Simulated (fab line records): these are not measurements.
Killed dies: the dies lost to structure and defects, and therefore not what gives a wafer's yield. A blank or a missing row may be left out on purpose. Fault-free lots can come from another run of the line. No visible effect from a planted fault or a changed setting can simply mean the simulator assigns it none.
fab line records | flow n5Finfet
[record] lots = 7 wafers = 18 lastDay = 17
route steps=1938 shown ILD0@337 SDB@347 BEOL_M4@1111
lots untouched by any fault: they come from a run of this same line in which no faults occurred
startH: start of the lot's first displayed wafer, in hours after the record's first day | waitH: how many hours have passed since the lot's step before this one | " as in the row above | L1.1+2: a single row standing in for several wafers | - value missing, or start not given | * or withheld: withheld | < > ~ a bound
route shown NAME@n: a module of which the file shows steps, and the number in the route of the first | usual: mean/standard deviation taken from wafers without a fault | same: alike in all rows | chamber/n: place in a boat | sites: the reading at each site | _std_site: the values' standard deviation | _edge_site: mean of outer sites minus mean of inner sites | radiusMm: for every site, how far away it sits from the centre of the wafer | mask NAME#n: copy n | behind: the most recent tool/chamber to have shaped the wafer | hold: why the lot went on hold/how many hours it stayed there/how the hold came to an end | device: the n, p or np transistor that did not switch | end of line: the route-end tests of the same wafers | step lacking rows: just its recipe | killed: dies that structure and defects cost at the first sort, which is not the same as the wafer's yield | map: a wafer's dies, marking killed ones x, the rest . and places with no die _
set.NAME: the setting the step ran with; set.NAME@STEP: the setting that earlier step ran with | model.NAME: the simulator's own value behind a step, which no gauge read
a table for each step, a row for each wafer; lots at some steps of the route
services: from which hour (startH, from the record's first day; less than 0 if before it) a tool's chamber was out of use, for how many hours, and why
[[steps]]
[step N5_ILD0_CURE_02]
[recipe] tempC = 450 timeS = 1800 ambient = steam idleTempC = 400 rampUpCPerMin = 5 rampDownCPerMin = 3 densificationPH2oTorr = 640
[step N5_ILD0_CMP_03]
[recipe] stopOn = SiNx tOverpolishS = 1.9 postCmpClean = alkalineBrush downForcePsi = 4.1491 platenRpm = 51.796 padVelocityMS = 1.0306 targetThkNm = 197.38
[usual] edgeZonePressureFrac = 1.000/0.0054 motorCurrentA = 12.3/1.2 overpolishRunS = 1.901/0.0086 timeToEndpointS = 70/4.9
// columns lot.wafer tool chamber startH waitH edgeZonePressureFrac motorCurrentA overpolishRunS timeToEndpointS
L180.1 cmp-02 0 98.02 0.1 1.002 12.8 1.879 67
L180.3 " 1 " " 1.007 11.4 1.877 75
L180.6 " 0 " " 1.003 13.2 1.898 67
L186.2 cmp-01 3 140.16 0.3 1.005 11.3 1.904 68
L186.5 " 0 " " 1.004 11.5 1.919 68
L186.6 " 1 " " 1.003 13.2 1.906 70
L187.1 cmp-02 0 141.09 0.0 0.998 13.3 1.901 70
L187.4 " 3 " " 0.988 12.1 1.894 81
L187.6 " 0 " " 0.996 13.2 1.902 72
L191.2 cmp-01 0 163.49 0.0 0.996 11.6 1.901 64
L191.1 " 3 " " 0.993 11.1 1.899 66
L191.5 " 1 " " 0.999 13.2 1.906 68
L192.1 cmp-04 0 173.48 0.1 0.999 13.5 1.891 66
L192.5 " 3 " " 0.998 12.4 1.895 68
L194.3 cmp-04 1 187.33 0.1 1.004 11.4 1.906 68
L194.4 " 2 " " 0.990 10.2 1.915 72
L195.3 cmp-02 3 191.62 0.1 0.999 11.7 1.891 74
L195.1 " 1 " " 1.000 11.5 1.899 69
[step N5_ILD0_THK_MEAS_04]
[usual] thkNm = 197.2/1.4
// columns lot.wafer tool chamber startH waitH thkNm
L180.1 filmMetro-01 - 98.27 - 196.2
L180.3 " - " " 197.4
L180.6 " - " " 195.5
L186.2 filmMetro-02 - 140.34 - 196.3
L186.5 " - " " 195.5
L186.6 " - " " 198.3
L187.1 filmMetro-01 - 141.39 - 195.7
L187.4 " - " " 198.2
L187.6 " - " " 196.7
L191.1 filmMetro-01 - 163.79 - 197.8
L191.2 " - " " 196.9
L191.5 " - " " 197.3
L192.1 filmMetro-02 - 173.70 - 199.4
L192.5 " - " " 198.4
L194.3 filmMetro-02 - 187.55 - 196.9
L194.4 " - " " 194.6
L195.1 filmMetro-02 - 191.88 - 198.2
L195.3 " - " " 199.0
[step N5_ILD0_CMP_07]
[recipe] stopOn = poly-Si material = SiO2_flowable tOverpolishS = 1.18 postCmpClean = alkalineBrush downForcePsi = 4.1491 platenRpm = 51.796 padVelocityMS = 1.0306 targetThkNm = 138.88
[usual] edgeZonePressureFrac = 1.000/0.0052 motorCurrentA = 12.6/1.4
// columns lot.wafer tool chamber startH waitH edgeZonePressureFrac motorCurrentA
L180.3 cmp-04 2 98.30 0.0 0.996 11.1
L180.1 " 1 " " 0.994 11.6
L180.6 " 2 " " 1.004 10.6
L186.2 cmp-02 2 140.49 0.1 0.994 15.6
L186.5 " 1 " " 1.006 11.9
L186.6 " 2 " " 0.993 17.0
L187.1 cmp-01 1 141.45 0.1 0.999 13.7
L187.4 " 3 " " 1.008 11.4
L187.6 " 0 " " 0.994 12.2
L191.1 cmp-02 3 163.86 0.1 0.999 12.5
L191.2 " 0 " " 0.997 12.4
L191.5 " 3 " " 0.999 12.1
L192.1 cmp-04 2 173.77 0.1 1.001 10.7
L192.5 " 1 " " 1.002 11.7
L194.4 cmp-01 2 187.58 0.0 0.998 11.7
L194.3 " 1 " " 0.993 14.6
L195.3 cmp-02 2 191.91 0.0 1.006 15.2
L195.1 " 3 " " 1.002 11.6
[step N5_ILD0_THK_MEAS_08]
[usual] thkNm = 139.0/1.3
// columns lot.wafer tool chamber startH waitH thkNm
L180.1 filmMetro-01 - 98.60 - 139.0
L180.3 " - " " 140.7
L180.6 " - " " 139.6
L186.2 filmMetro-01 - 140.75 - 139.9
L186.5 " - " " 138.3
L186.6 " - " " 139.7
L187.1 filmMetro-02 - 141.71 - 138.8
L187.4 " - " " 138.5
L187.6 " - " " 138.2
L191.1 filmMetro-01 - 164.11 - 138.3
L191.2 " - " " 137.6
L191.5 " - " " 138.2
L192.1 filmMetro-01 - 174.02 - 141.0
L192.5 " - " " 139.8
L194.3 filmMetro-01 - 187.87 - 138.4
L194.4 " - " " 138.0
L195.1 filmMetro-01 - 192.20 - 138.9
L195.3 " - " " 138.9
[step N5_ILD0_PRECLEAN_10]
[recipe] chemistry = NF3:NH3 afsCycles = 5 timeS = 20 tempC = 30 sublimationTempC = 180 sublimationTimeS = 60 pressureTorr = 3 rfPowerW = 30
[step N5_ILD0_ALD_15]
[recipe] material = SiNx targetThkA = 240 tempC = 400 aldPrecursorFamily = SiH2I2 aldCoReactant = N2/H2-plasma pulseTimeS = 1 aldCycles = 480 purgeTimeS = 2 coReactantPurgeTimeS = 2 pressureTorr = 2
[usual] heaterPowerW = 824/96 precursorPulseHeightRel = 0.998/0.02
[same] purgeTimeS = 2
// columns lot.wafer tool chamber startH waitH heaterPowerW precursorPulseHeightRel
L180.1 aldSin-02 2 99.32 0.6 722 0.968
L180.3 " 0 " " 924 1.023
L180.6 " 3 100.40 1.1 724 1.020
L186.2 aldSin-01 0 141.47 0.5 953 0.964
L186.5 " 0 142.55 1.2 965 1.007
L186.6 " 1 " " 842 0.976
L187.1 aldSin-02 3 142.43 0.6 738 0.988
L187.4 " 2 " " 718 0.963
L187.6 " 3 143.52 1.1 720 1.008
L191.1 aldSin-01 2 164.83 0.6 992 1.006
L191.2 " 1 " " 819 0.993
L191.5 " 3 165.92 1.2 791 1.014
L192.1 aldSin-01 0 174.79 0.6 969 1.028
L192.5 " 2 175.88 1.3 1018 0.994
L194.3 aldSin-02 0 189.24 1.0 890 0.990
L194.4 " 2 " " 721 0.991
L195.1 aldSin-01 2 192.92 0.6 1034 0.973
L195.3 " 0 " " 965 0.998
[step N5_ILD0_CMP_12]
[recipe] stopOn = poly-Si material = SiNx tOverpolishS = 6 postCmpClean = alkalineBrush downForcePsi = 2.5 platenRpm = 51.8 padVelocityMS = 1.0307 targetThkNm = 17.67
[usual] edgeZonePressureFrac = 1.000/0.0043 motorCurrentA = 9.1/0.99 overpolishRunS = 5.999/0.0088 timeToEndpointS = 29/3.2
// columns lot.wafer tool chamber startH waitH edgeZonePressureFrac motorCurrentA overpolishRunS timeToEndpointS
L180.1 cmp-02 1 101.52 1.1 1.010 8.2 5.996 29
L180.3 " 3 " " 1.000 8.5 6.012 34
L180.6 " 2 " " 1.004 12.1 6.002 31
L186.2 cmp-04 0 143.78 1.2 0.999 9.6 5.998 26
L186.5 " 1 " " 0.993 8.8 6.021 30
L186.6 " 2 " " 1.001 7.6 5.989 35
L187.1 cmp-04 2 144.67 1.2 0.999 8.0 6.008 33
L187.4 " 3 " " 0.999 9.6 6.003 29
L187.6 " 1 " " 1.006 8.1 5.980 29
L191.2 cmp-02 1 167.03 1.1 0.999 8.4 5.976 28
L191.1 " 3 " " 1.004 8.8 6.007 30
L191.5 " 2 " " 1.001 11.5 6.008 30
L192.1 cmp-02 0 177.11 1.2 1.006 9.8 5.995 26
L192.5 " 2 " " 0.996 11.7 6.011 30
L194.4 cmp-01 1 191.48 1.2 0.998 10.0 5.996 30
L194.3 " 3 " " 0.997 8.5 6.008 30
L195.1 cmp-02 1 195.12 1.1 1.004 8.7 6.000 33
L195.3 " 0 " " 1.008 9.6 6.004 24
[step N5_ILD0_THK_MEAS_13]
[usual] thkNm = 17.6/1.2
// columns lot.wafer tool chamber startH waitH thkNm
L180.1 filmMetro-02 - 101.81 - 17.1
L180.3 " - " " 19.2
L180.6 " - " " 18.2
L186.2 filmMetro-01 - 143.96 - 17.8
L186.5 " - " " 17.5
L186.6 " - " " 19.6
L187.1 filmMetro-02 - 144.92 - 19.4
L187.4 " - " " 15.9
L187.6 " - " " 17.6
L191.1 filmMetro-02 - 167.32 - 19.1
L191.2 " - " " 17.6
L191.5 " - " " 17.5
L192.1 filmMetro-01 - 177.29 - 14.8
L192.5 " - " " 17.4
L194.3 filmMetro-02 - 191.74 - 17.9
L194.4 " - " " 17.6
L195.1 filmMetro-02 - 195.41 - 17.2
L195.3 " - " " 16.7
[step N5_ILD0_INSPECT_06]
[recipe] inspectInstrument = darkfield mode = postCmp
[usual] rawDefectCount = 41/19
// columns lot.wafer tool chamber startH waitH rawDefectCount
L180.1 defectInspect-02 - 101.84 0.0 49
L180.3 " - " " 25
L180.6 " - " " 24
L186.2 defectInspect-01 - 143.99 0.0 32
L186.5 " - " " 36
L186.6 " - " " 26
L187.1 defectInspect-01 - 144.95 0.0 27
L187.4 " - " " 24
L187.6 " - " " 56
L191.1 defectInspect-01 - 167.35 0.0 38
L191.2 " - " " 28
L191.5 " - " " 99
L192.1 defectInspect-01 - 177.31 0.0 12
L192.5 " - " " 55
L194.3 defectInspect-01 - 191.76 0.0 52
L194.4 " - " " 35
L195.1 defectInspect-01 - 195.44 0.0 34
L195.3 " - " " 31
[step N5_SDB_HM_DEP_00]
[recipe] material = SiNx targetThkA = 400 tempC = 400 precursor = SiH4/NH3/N2 pressureTorr = 1.5 rfW = 300 timeS = 35.3
[usual] heaterPowerW = 744/81 showerheadPlenumPTorr = 5.13/0.072 showerheadVppV = 1040/41 throttleValvePct = 40/3.2
[same] timeS = 35.3
// columns lot.wafer tool chamber startH waitH heaterPowerW showerheadPlenumPTorr showerheadVppV throttleValvePct
L180.1 pecvd-02 2 101.87 0.0 690 5.15 1093 38
L180.3 " 1 " " 777 5.12 1016 37
L180.6 " 1 " " 783 5.10 1010 37
L186.2 pecvd-01 2 144.03 0.0 675 5.25 1037 40
L186.5 " 1 " " 796 5.05 1040 47
L186.6 " 2 " " 661 5.27 1064 40
L187.1 pecvd-01 2 144.99 0.0 800 5.26 1057 40
L187.4 " 2 " " 659 5.25 1080 40
L187.6 " 0 " " 764 5.05 1010 39
L191.1 pecvd-01 1 167.39 0.0 841 5.05 1024 47
L191.2 " 2 " " 714 5.26 1045 40
L191.5 " 0 " " 746 5.05 1003 39
L192.1 pecvd-01 0 177.35 0.0 785 5.05 987 39
L192.5 " 0 " " 767 5.06 990 39
L194.3 pecvd-02 1 191.81 0.0 758 5.12 1009 37
L194.4 " 0 " " 792 5.15 1074 41
L195.1 pecvd-01 1 195.48 0.0 758 5.07 1034 47
L195.3 " 0 " " 775 5.05 1002 39
[step N5_SDB_COAT_03]
[recipe] resist = SOC tempC = 250 timeS = 60 spinRpm = 1500 resistThkNm = 100
[step N5_SDB_COAT_04]
[recipe] resist = SiARC tempC = 220 timeS = 60 spinRpm = 1500 resistThkNm = 18
[usual] chillPlateTempC = 23.01/0.11 heaterPowerTotalW = 427.6/2.1 runLengthS = 65.83/0.15
// columns lot.wafer tool chamber startH waitH chillPlateTempC heaterPowerTotalW runLengthS
L180.1 lithoTrack-01 0 101.96 - 22.92 426.5 65.97
L180.3 " 0 " " 22.74 425.1 66.14
L180.6 " 0 " " 22.83 427.0 65.87
L186.2 lithoTrack-02 0 144.11 - 23.15 430.5 65.82
L186.5 " 0 " " 22.99 426.7 65.93
L186.6 " 0 " " 22.98 426.0 66.00
L187.1 lithoTrack-04 0 145.07 - 23.18 425.0 65.70
L187.4 " 0 " " 23.05 428.9 65.60
L187.6 " 0 " " 23.03 425.5 65.62
L191.1 lithoTrack-02 0 167.47 - 22.81 427.3 65.97
L191.2 " 0 " " 22.89 430.9 65.87
L191.5 " 0 " " 23.00 429.9 66.13
L192.1 lithoTrack-04 0 177.44 - 22.94 427.5 65.64
L192.5 " 0 " " 23.21 445.7 62.13
L194.3 lithoTrack-04 0 191.89 - 23.20 438.9 62.16
L194.4 " 0 " " 23.18 429.3 65.72
L195.1 lithoTrack-04 0 195.56 - 23.07 430.3 65.66
L195.3 " 0 " " 23.14 445.1 62.15
[step N5_SDB_COAT_05]
[recipe] resist = CAR-ArF spinRpm = 1500 resistThkNm = 90
[step N5_BEOL_M4_RC_MEAS_101]
[usual] DIBL_N = 35.7/1.5 DIBL_P = 35.7/2 IOFF_N = 0.155/0.026 IOFF_P = 0.20/0.031 ION_N = 675/11 ION_P = 462/7.1 SS_N = 71.3/0.57 SS_P = 73.1/0.56 VT_N = 250/3 VT_P = -251/3
// columns lot.wafer tool chamber startH waitH DIBL_N[mV/V] DIBL_P[mV/V] IOFF_N[nA/um] IOFF_P[nA/um] ION_N[uA/um] ION_P[uA/um] SS_N[mV/dec] SS_P[mV/dec] VT_N[mV] VT_P[mV]
L180.1 prober-01 0 216.55 0.0 33.7 34.7 0.141 0.18 675 470 70.6 72.7 249 -249
L180.3 " 0 " " 34.7 35.8 0.143 0.20 664 460 71.1 73.6 249 -249
L180.6 " 0 " " 32.6 33.5 0.121 0.17 680 472 70.2 72.5 251 -251
L186.2 prober-01 0 253.04 0.2 34.4 34.6 0.141 0.20 663 458 71.4 72.4 251 -249
L186.5 " 0 " " 36.3 37.5 0.201 0.26 705 483 71.1 73.9 244 -247
L186.6 " 0 " " 35.1 35.7 0.160 0.21 674 461 71.1 72.9 247 -247
L187.1 prober-02 0 255.81 0.0 37.1 37.3 0.178 0.22 680 463 71.2 72.8 250 -251
L187.4 " 0 " " 37.3 36.9 0.163 0.21 667 460 72.1 73.0 251 -252
L187.6 " 0 " " 37.5 37.2 0.184 0.21 684 460 71.9 73.3 248 -253
L191.1 prober-01 0 267.55 0.0 35.5 36.5 0.166 0.21 687 470 71.1 73.8 247 -251
L191.2 " 0 " " 35.3 35.9 0.150 0.20 666 460 71.5 72.9 248 -250
L191.5 " 0 " " 35.6 37.2 0.169 0.22 693 479 70.9 72.7 243 -249
L192.1 prober-02 0 292.94 0.0 33.0 34.1 0.122 0.14 677 453 70.5 72.4 253 -258
L192.5 " 0 " " 33.7 34.6 0.132 0.15 679 456 71.4 73.2 251 -257
L194.3 prober-01 0 305.68 0.3 34.7 35.0 0.136 0.18 669 454 71.8 72.3 251 -252
L194.4 " 0 " " 34.4 34.9 0.138 0.17 670 448 70.7 72.6 251 -254
L195.1 prober-02 0 311.93 0.0 36.3 37.6 0.193 0.26 693 474 71.5 73.7 245 -245
L195.3 " 0 " " 35.5 35.5 0.161 0.22 678 457 71.8 72.8 249 -248
[[services]]
// columns tool chamber startH hours kind
aldSin-01 3 74.59 11.9 repair
pecvd-01 1 77.92 5.5 scheduledDown
pecvd-01 1 83.71 2.1 scheduledDown
aldSin-02 - 85.26 14.0 pm
aldSin-02 0 85.26 14.0 ventCycle
aldSin-02 1 85.26 14.0 ventCycle
aldSin-02 2 85.26 14.0 ventCycle
aldSin-02 3 85.26 14.0 ventCycle
cmp-01 - 90.93 3.4 repair
aldSin-02 0 99.26 - clean
cmp-02 - 121.10 1.6 repair
cmp-04 - 153.99 1.2 repair
cmp-04 - 158.51 4.0 pm
cmp-04 - 162.51 - consumableReplace:conditioner
cmp-04 - 162.51 - consumableReplace:pad
cmp-04 - 162.88 7.6 repair
cmp-01 - 168.17 4.1 pm
pecvd-01 2 168.25 2.1 scheduledDown
aldSin-01 1 169.99 14.6 repair
cmp-01 - 179.11 2.5 repair
cmp-02 - 183.37 4.0 pm
cmp-02 - 187.37 - consumableReplace:conditioner
cmp-02 - 187.37 - consumableReplace:pad
cmp-01 - 192.70 7.2 repair
[[key]]
[firstSign] step = N5_SDB_COAT_04 reading = runLengthS direction = down sigmas = 24 usual = * struck = *
[effect] step = N5_SDB_COAT_04 reading = heaterPowerTotalW direction = up sigmas = 7.5 usual = * struck = *
metAt N5_SDB_COAT_04
struckWafers L192.5,L194.3,L195.3
onsetBetween 145.07 177.44
[fault] kind = processParameterDrift tool = lithoTrack-04 chamber = - onsetH = 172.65 steps = N5_SDB_COAT_04 channel = timeS offset = * shape = step endH = 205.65 scope = struckWafersOnly actsIn = * stated = *
